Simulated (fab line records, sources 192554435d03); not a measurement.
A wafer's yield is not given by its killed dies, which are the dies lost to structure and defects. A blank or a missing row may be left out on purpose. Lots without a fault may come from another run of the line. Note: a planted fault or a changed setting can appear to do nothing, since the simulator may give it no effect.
Comparing a struck lot with a sound one :: flow n5-finfet :: 18 out of 1938 route steps
Sound: the wafers L304.1, L304.2, L304.4. Struck: wafer L306.3 (L306.1, L306.6, from the same lot, were not struck and are left out); the cause is given at the end.
At each step with rows: each side's tool, then ch and its chambers, then its first start. Under that, the readings that differ: sound wafers :: struck wafers :: difference of the means :: sigmas: that difference in standard deviations of wafers without a fault.
alike: readings whose means differ by less than 2 such deviations, and words and numbers that are the same on both sides. not compared: withheld readings, readings that some wafer has no value for, bounds like >300 that may hide the same value, and numbers for which the record gives no deviation and whose values overlap.
Wherever a step has rows on one side only, a row that says differs or no value, or a row with sigmas, the two part there. When numbers do not overlap yet have no deviation, they are printed without sigmas and do not part them. A reading missing from all wafers of one side parts the sides only when that side holds two or more wafers.

N5_MOL_CONTACT_COAG_OVL_MEAS_41:
  sound on overlay-02 ch 0, day 5 20:15; struck on overlay-01 ch 0, day 6 18:01
  alike: VD_OVL
N5_MOL_CONTACT_COAG_INSPECT_42: inspects for defects (brightfield).
  struck on defect-inspect-01, day 6 18:05; sound on defect-inspect-01, day 5 20:19
  alike: raw-defect-count
N5_MOL_CONTACT_COAG_DESCUM_45: chemistry O2, time 7 s.
  sound on rie-diel-06 ch 0,2,3, day 5 20:20; struck on rie-diel-01 ch 2, day 6 18:07
  alike: drypump-motor-current-A, o2-flow-sccm, oes-product-au, rf-vpp-V, showerhead-plenum-p-Torr, throttle-valve-pct
  not compared: rf-hours-counter-h
then, 1 step without rows for these wafers: N5_MOL_CONTACT_COAG_ETCH_65 (etches underlayer in N2/H2, target depth 13 nm, time 10.4 s).
N5_MOL_CONTACT_COAG_ETCH_66: etches SiARC in CF4, target depth 13 nm, time 21.7 s.
  sound on rie-diel-06 ch 0,2,3, day 5 20:24; struck on rie-diel-01 ch 2, day 6 18:10
  alike: cf4-flow-sccm, drypump-motor-current-A, etch-rf-on-time-s, mfc-ar-sccm, oes-product-au, rf-vpp-V, showerhead-plenum-p-Torr, throttle-valve-pct
  not compared: rf-hours-counter-h
then, 2 steps without rows for these wafers: N5_MOL_CONTACT_COAG_ALD_133 (deposits SiO2, target thk 5 nm, pulse time 1 s, co reactant pulse time 1 s); N5_MOL_CONTACT_COAG_ETCHBACK_134 (etches SiO2 in CHF3, target depth 10 nm, time 6.7 s).
N5_MOL_CONTACT_COAG_ETCH_67: etches SOC in N2/H2, target depth 60 nm, overetch 21 nm, time 101.2 s.
  sound on rie-diel-06 ch 0,1,3, day 5 20:49; struck on rie-diel-06 ch 2, day 6 18:28
  alike: drypump-motor-current-A, oes-product-au, rf-vpp-V, showerhead-plenum-p-Torr, throttle-valve-pct
  not compared: rf-hours-counter-h
then, 4 steps without rows for these wafers: N5_MOL_CONTACT_COAG_STRIP_68 (strips in N2/H2); N5_MOL_CONTACT_COAG_STRIP_69 (strips in N2/H2); N5_MOL_CONTACT_COAG_ETCHBACK_136 (etches SiO2 in CHF3, target depth 25 nm, time 16.7 s); N5_MOL_CONTACT_COAG_STRIP_120 (strips in CHF3).
N5_MOL_CONTACT_COAG_VIA_ETCH_117: etches SiO2 in C4F6/O2, target depth 40 nm, overetch 8 nm, time 26 s.
  sound on rie-diel-06 ch 0,1,3, day 5 20:56; struck on rie-diel-06 ch 2, day 6 18:35
reading: model.SOC_of_MOL_CONTACT_COAG_COAT_62.thk-nm (nm)
sound: 51.6 51.4 51.8
struck: 47.8
difference: -3.8
sigmas: 
  alike: C4F6_flow_sccm, drypump-motor-current-A, mfc-ar-sccm, oes_f_703_au, oes-product-au, rf-vpp-V, showerhead-plenum-p-Torr, throttle-valve-pct
  not compared: rf-hours-counter-h
N5_MOL_CONTACT_COAG_ETCH_124: etches SiNx in CH3F/O2, stops on SiOC, target depth 6.5 nm.
  sound on rie-diel-06 ch 0,1,3, day 5 20:58; struck on rie-diel-06 ch 2, day 6 18:37
  alike: drypump-motor-current-A, mfc-ar-sccm, oes_f_703_au, oes-product-au, rf-vpp-V, showerhead-plenum-p-Torr, throttle-valve-pct
  not compared: rf-hours-counter-h
N5_MOL_CONTACT_COAG_ETCH_48: etches SiOC in C4F6/O2, target depth 15 nm, overetch 4.5 nm, time 17 s.
  sound on rie-diel-06 ch 0,1,3, day 5 21:01; struck on rie-diel-06 ch 2, day 6 18:39
reading: C4F6_flow_sccm (sccm)
sound: 9.974 9.999 9.956
struck: 10.036
difference: +0.060
sigmas: +2

reading: model.SOC_of_MOL_CONTACT_COAG_COAT_62.thk-nm (nm)
sound: 45.8 45.8 46
struck: 41.8
difference: -4.1
sigmas: 
  alike: drypump-motor-current-A, mfc-ar-sccm, oes_f_703_au, oes-product-au, rf-vpp-V, showerhead-plenum-p-Torr, throttle-valve-pct
  not compared: rf-hours-counter-h
N5_MOL_CONTACT_COAG_STRIP_72: strips in N2/H2.
  sound on rie-diel-06 ch 0,1,3, day 5 21:04; struck on rie-diel-06 ch 2, day 6 18:43
  alike: drypump-motor-current-A, oes-product-au, rf-vpp-V, showerhead-plenum-p-Torr, throttle-valve-pct
  not compared: rf-hours-counter-h
-- the record jumps here: 3 days lie between the struck wafers' starts before and after (it left off in module MOL_CONTACT_COAG and takes up again in module BEOL_M4, whose first step shown is number 1111 of the route) --
N5_BEOL_M4_RC_MEAS_101:
  sound on prober-01 ch 0, day 8 20:47; struck on prober-02 ch 0, day 10 00:46
reading: VT_P (mV)
sound: -243 -240 -248
struck: -254
difference: -10
sigmas: -2
  alike: DIBL_N, DIBL_P, IOFF_N, IOFF_P, ION_N, ION_P, SS_N, SS_P, VT_N
N5_PASSIVATION_PROBE_49:
  the record holds rows for the sound wafers here (prober-01, day 13 03:47) but none for the struck ones

## WHERE THEY PART
Last at N5_PASSIVATION_PROBE_49 as far as this record goes, first at N5_MOL_CONTACT_COAG_ETCH_48.

WHY: what had been put in by the simulator
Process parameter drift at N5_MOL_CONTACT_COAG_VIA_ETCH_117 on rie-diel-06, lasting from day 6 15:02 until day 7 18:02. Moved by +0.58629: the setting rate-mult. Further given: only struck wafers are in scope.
